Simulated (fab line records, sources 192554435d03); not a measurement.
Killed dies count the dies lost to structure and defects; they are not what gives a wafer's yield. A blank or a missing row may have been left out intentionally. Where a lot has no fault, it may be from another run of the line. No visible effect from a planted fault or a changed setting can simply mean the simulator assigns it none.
What tool caused it?	flow n5-finfet	24 lots, 72 wafers sampled, at 5 steps of a route of 1938

== WHAT THE GAUGES SHOWED, per wafer ==
N5_BEOL_M2_CD_MEAS_11 targets a cd of 16.79 nm. Usual: cd-nm 16.59 nm, standard deviation 0.27.
lot	measured	on	cd-nm (nm)	flag
L075	day 6 20:28	cd-sem-02	16.73 16.51 16.52	
L076	day 7 04:40	cd-sem-03	17.09 17.23 17.03	
L077	day 7 08:14	cd-sem-03	16.71 16.40 16.42	
L074	day 7 18:35	cd-sem-02	16.62 17.12 16.81	
L079	day 7 19:49	cd-sem-02	16.96 17.00 17.04	
L078	day 7 20:25	cd-sem-02	16.48 16.34 16.56	
L080	day 7 21:38	cd-sem-02	16.41 16.40 16.66	
L081	day 8 03:27	cd-sem-02	16.75 16.38 16.41	
L082	day 8 14:05	cd-sem-02	16.54 16.73 16.35	
L083	day 9 01:50	cd-sem-03	16.41 16.67 16.48	
L084	day 9 09:47	cd-sem-02	16.27 16.49 16.10	
L085	day 9 11:55	cd-sem-02	16.44 16.49 16.85	
L086	day 9 23:14	cd-sem-01	16.72 16.89 16.93	
L087	day 10 04:35	cd-sem-01	16.61 16.59 16.54	
L088	day 10 07:04	cd-sem-02	16.88 16.55 16.97	
L089	day 10 07:22	cd-sem-03	16.45 16.34 16.88	
L090	day 10 11:56	cd-sem-03	17.10 16.27 16.35	
L091	day 10 17:25	cd-sem-03	16.62 16.18 16.42	
L092	day 11 01:34	cd-sem-03	16.25 16.45 16.44	
L093	day 11 06:05	cd-sem-03	17.17 16.92 17.00	
L094	day 11 10:01	cd-sem-01	16.39 16.42 16.33	
L096	day 11 22:36	cd-sem-03	16.28 16.52 15.92	
L095	day 12 01:31	cd-sem-02	16.78 16.37 16.43	
L097	day 12 05:29	cd-sem-01	16.56 16.49 16.22	

N5_BEOL_M2_INSPECT_13: inspects for defects (brightfield). Usual: raw-defect-count 419, standard deviation 100.
lot	measured	on	raw-defect-count	flag
L075	day 6 20:33	defect-inspect-02	500 626 565	
L076	day 7 04:46	defect-inspect-01	263 282 331	
L077	day 7 08:19	defect-inspect-01	333 394 262	
L074	day 7 18:40	defect-inspect-02	292 441 464	
L079	day 7 19:55	defect-inspect-02	548 426 682	
L078	day 7 20:30	defect-inspect-02	580 485 578	
L080	day 7 21:43	defect-inspect-01	222 276 403	
L081	day 8 03:32	defect-inspect-02	324 467 451	
L082	day 8 14:10	defect-inspect-02	526 403 556	
L083	day 9 01:55	defect-inspect-02	516 454 410	
L084	day 9 09:52	defect-inspect-01	465 448 444	
L085	day 9 12:00	defect-inspect-02	520 354 376	
L086	day 9 23:20	defect-inspect-01	430 332 340	
L087	day 10 04:40	defect-inspect-02	535 413 507	
L088	day 10 07:09	defect-inspect-02	458 539 433	
L089	day 10 07:27	defect-inspect-02	353 305 291	
L090	day 10 12:02	defect-inspect-02	412 585 369	
L091	day 10 17:31	defect-inspect-02	661 508 693	
L092	day 11 01:40	defect-inspect-01	286 398 442	
L093	day 11 06:11	defect-inspect-02	316 421 402	
L094	day 11 10:07	defect-inspect-01	334 340 284	
L096	day 11 22:41	defect-inspect-02	382 363 363	
L095	day 12 01:36	defect-inspect-02	331 327 328	
L097	day 12 05:34	defect-inspect-02	300 576 387	

== TOOL THAT RAN EACH LOT (tool first, then ch and the chambers of the sampled wafers, then the start) ==
lot	N5_BEOL_M1_SPUTTER_90	N5_BEOL_M1_SPUTTER_94	N5_BEOL_M2_PECVD_72
L075	pvd-sputter-02, day 6 15:50	pvd-sputter-02, day 6 16:17	pecvd-01 ch 0,2, day 6 17:43
L076	pvd-sputter-02, day 7 02:02	pvd-sputter-02, day 7 02:28	pecvd-04 ch 0,1,2, day 7 03:57
L077	pvd-sputter-02, day 7 05:54	pvd-sputter-02, day 7 06:20	pecvd-04 ch 0,1,2, day 7 07:47
L074	pvd-sputter-03, day 7 14:08	pvd-sputter-03, day 7 14:34	pecvd-04 ch 0,2, day 7 16:07
L079	pvd-sputter-01, day 7 16:47	pvd-sputter-01, day 7 17:14	pecvd-04 ch 0,2, day 7 18:41
L078	pvd-sputter-03, day 7 17:19	pvd-sputter-03, day 7 17:46	pecvd-01 ch 0,1,2, day 7 19:11
L080	pvd-sputter-01, day 7 19:01	pvd-sputter-01, day 7 19:27	pecvd-01 ch 0,1, day 7 20:53
L081	pvd-sputter-02, day 8 00:57	pvd-sputter-02, day 8 01:23	pecvd-02 ch 0,2, day 8 02:51
L082	pvd-sputter-02, day 8 10:47	pvd-sputter-02, day 8 11:13	pecvd-04 ch 0,1,2, day 8 12:43
L083	pvd-sputter-02, day 8 21:55	pvd-sputter-02, day 8 22:25	pecvd-02 ch 0,1, day 8 23:59
L084	pvd-sputter-03, day 9 05:30	pvd-sputter-03, day 9 05:56	pecvd-02 ch 0,1, day 9 07:22
L085	pvd-sputter-03, day 9 08:58	pvd-sputter-03, day 9 09:24	pecvd-04 ch 0,2, day 9 10:57
L086	pvd-sputter-02, day 9 20:24	pvd-sputter-02, day 9 20:50	pecvd-04 ch 0,2, day 9 22:19
L087	pvd-sputter-01, day 10 00:43	pvd-sputter-01, day 10 01:09	pecvd-01 ch 0,1,2, day 10 02:35
L088	pvd-sputter-02, day 10 02:51	pvd-sputter-02, day 10 03:17	pecvd-01 ch 0,1,2, day 10 05:02
L089	pvd-sputter-03, day 10 03:46	pvd-sputter-03, day 10 04:13	pecvd-02 ch 1,2, day 10 05:39
L090	pvd-sputter-02, day 10 09:29	pvd-sputter-02, day 10 09:56	pecvd-02 ch 1,2, day 10 11:22
L091	pvd-sputter-03, day 10 12:50	pvd-sputter-03, day 10 13:17	pecvd-01 ch 0,2, day 10 14:43
L092	pvd-sputter-01, day 10 21:01	pvd-sputter-01, day 10 21:28	pecvd-01 ch 0,1,2, day 10 22:55
L093	pvd-sputter-03, day 11 03:36	pvd-sputter-03, day 11 04:02	pecvd-02 ch 0,2, day 11 05:30
L094	pvd-sputter-03, day 11 06:46	pvd-sputter-03, day 11 07:12	pecvd-02 ch 0,1,2, day 11 08:43
L096	pvd-sputter-03, day 11 19:36	pvd-sputter-03, day 11 20:02	pecvd-01 ch 0,1,2, day 11 21:28
L095	pvd-sputter-03, day 11 21:26	pvd-sputter-03, day 11 21:53	pecvd-02 ch 0,1, day 11 23:47
L097	pvd-sputter-01, day 12 02:44	pvd-sputter-01, day 12 03:11	pecvd-02 ch 0,1, day 12 04:38
- N5_BEOL_M1_SPUTTER_90: material Cu, target thk 4.5 nm, time 8.29 s.
- N5_BEOL_M1_SPUTTER_94: material Cu, target thk 4.5 nm, time 8.29 s.
- N5_BEOL_M2_PECVD_72: deposits SiO2 from TEOS/O2, target thk 16 nm, time 18 s.

== WHAT THE TOOLS THEMSELVES READ (means of the sampled wafers that have a number; where no wafer has one, the mark that the record gives instead) ==
N5_BEOL_M1_SPUTTER_90. Usual: chuck-gas-flow-sccm 1.28 sccm, standard deviation 0.055; throttle-valve-pct 29.8 %, standard deviation 0.84.
lot	tool	chuck-gas-flow-sccm (sccm)	throttle-valve-pct (%)	flag
L075	pvd-sputter-02	1.30	30.7	
L076	pvd-sputter-02	1.23	29.8	
L077	pvd-sputter-02	1.24	30.7	
L074	pvd-sputter-03	1.25	30.2	
L079	pvd-sputter-01	1.32	29.6	
L078	pvd-sputter-03	1.28	30.2	
L080	pvd-sputter-01	1.29	29.5	
L081	pvd-sputter-02	1.27	30.2	
L082	pvd-sputter-02	1.23	29.6	
L083	pvd-sputter-02	1.27	29.8	
L084	pvd-sputter-03	1.29	29.8	
L085	pvd-sputter-03	1.22	30.2	
L086	pvd-sputter-02	1.27	29.6	
L087	pvd-sputter-01	1.25	28.8	
L088	pvd-sputter-02	1.26	30.7	
L089	pvd-sputter-03	1.28	29.8	
L090	pvd-sputter-02	1.25	29.2	
L091	pvd-sputter-03	1.31	29.8	
L092	pvd-sputter-01	1.30	28.8	
L093	pvd-sputter-03	1.24	30.1	
L094	pvd-sputter-03	1.26	29.7	
L096	pvd-sputter-03	1.28	29.9	
L095	pvd-sputter-03	1.29	30.2	
L097	pvd-sputter-01	1.29	29.6	

N5_BEOL_M1_SPUTTER_94. Usual: chuck-gas-flow-sccm 1.27 sccm, standard deviation 0.051; throttle-valve-pct 29.7 %, standard deviation 0.82.
lot	tool	chuck-gas-flow-sccm (sccm)	throttle-valve-pct (%)	flag
L075	pvd-sputter-02	1.25	30.8	
L076	pvd-sputter-02	1.29	29.9	
L077	pvd-sputter-02	1.27	30.6	
L074	pvd-sputter-03	1.22	30.1	
L079	pvd-sputter-01	1.29	29.6	
L078	pvd-sputter-03	1.23	30.3	
L080	pvd-sputter-01	1.28	29.5	
L081	pvd-sputter-02	1.26	30.1	
L082	pvd-sputter-02	1.27	29.6	
L083	pvd-sputter-02	1.28	29.8	
L084	pvd-sputter-03	1.31	29.7	
L085	pvd-sputter-03	1.23	30.3	
L086	pvd-sputter-02	1.26	29.8	
L087	pvd-sputter-01	1.31	28.8	
L088	pvd-sputter-02	1.29	30.5	
L089	pvd-sputter-03	1.28	29.5	
L090	pvd-sputter-02	1.26	29.0	
L091	pvd-sputter-03	1.29	29.8	
L092	pvd-sputter-01	1.31	29.0	
L093	pvd-sputter-03	1.27	29.8	
L094	pvd-sputter-03	1.26	29.6	
L096	pvd-sputter-03	1.27	29.9	
L095	pvd-sputter-03	1.28	30.1	
L097	pvd-sputter-01	1.23	29.5	

N5_BEOL_M2_PECVD_72. Usual: heater-power-outer-w 410 W, standard deviation 72; heater-power-w 704 W, standard deviation 100; showerhead-plenum-p-Torr 8.79 Torr, standard deviation 0.077; throttle-valve-pct 22.3 %, standard deviation 1.1.
lot	tool	heater-power-outer-w (W)	heater-power-w (W)	showerhead-plenum-p-Torr (Torr)	throttle-valve-pct (%)	flag
L075	pecvd-01	412	720	8.82	21.9	
L076	pecvd-04	444	771	8.70	23.2	
L077	pecvd-04	455	772	8.70	23.2	
L074	pecvd-04	522	882	8.74	22.8	
L079	pecvd-04	535	897	8.73	22.8	
L078	pecvd-01	369	664	8.81	21.6	
L080	pecvd-01	369	649	8.79	21.8	
L081	pecvd-02	408	687	8.88	21.1	
L082	pecvd-04	396	703	8.70	23.3	
L083	pecvd-02	450	734	8.81	22.7	
L084	pecvd-02	398	661	8.81	22.6	
L085	pecvd-04	550	910	8.74	22.9	
L086	pecvd-04	474	825	8.73	23.9	
L087	pecvd-01	393	707	8.80	21.8	
L088	pecvd-01	406	712	8.81	21.7	
L089	pecvd-02	414	679	8.85	22.4	
L090	pecvd-02	388	645	8.80	22.9	
L091	pecvd-01	418	740	8.83	21.8	
L092	pecvd-01	386	680	8.82	21.8	
L093	pecvd-02	425	704	8.89	21.3	
L094	pecvd-02	410	667	8.86	22.2	
L096	pecvd-01	413	710	8.80	21.8	
L095	pecvd-02	431	703	8.82	23.0	
L097	pecvd-02	383	641	8.85	22.0	

== THE ANSWER, worked out from the rows above alone ==
Rule: a lot counts as off when the mean over its wafers that have a number is more than 3 standard deviations away from the usual mean. Also off: a lot with no number at a reading for which 4 or more lots have one. Any other lot the step has rows for is counted as sound. Order of review: gauges by route order, followed by the tools' own readings, for which a lot's mean as printed above is used. At the first step where some lot is off, the reading lying furthest off is the one used; lots without a number count as furthest.
Across all readings shown, no lot is off: no conclusion can be drawn from this.

== WHAT THE SIMULATOR PUT IN ==
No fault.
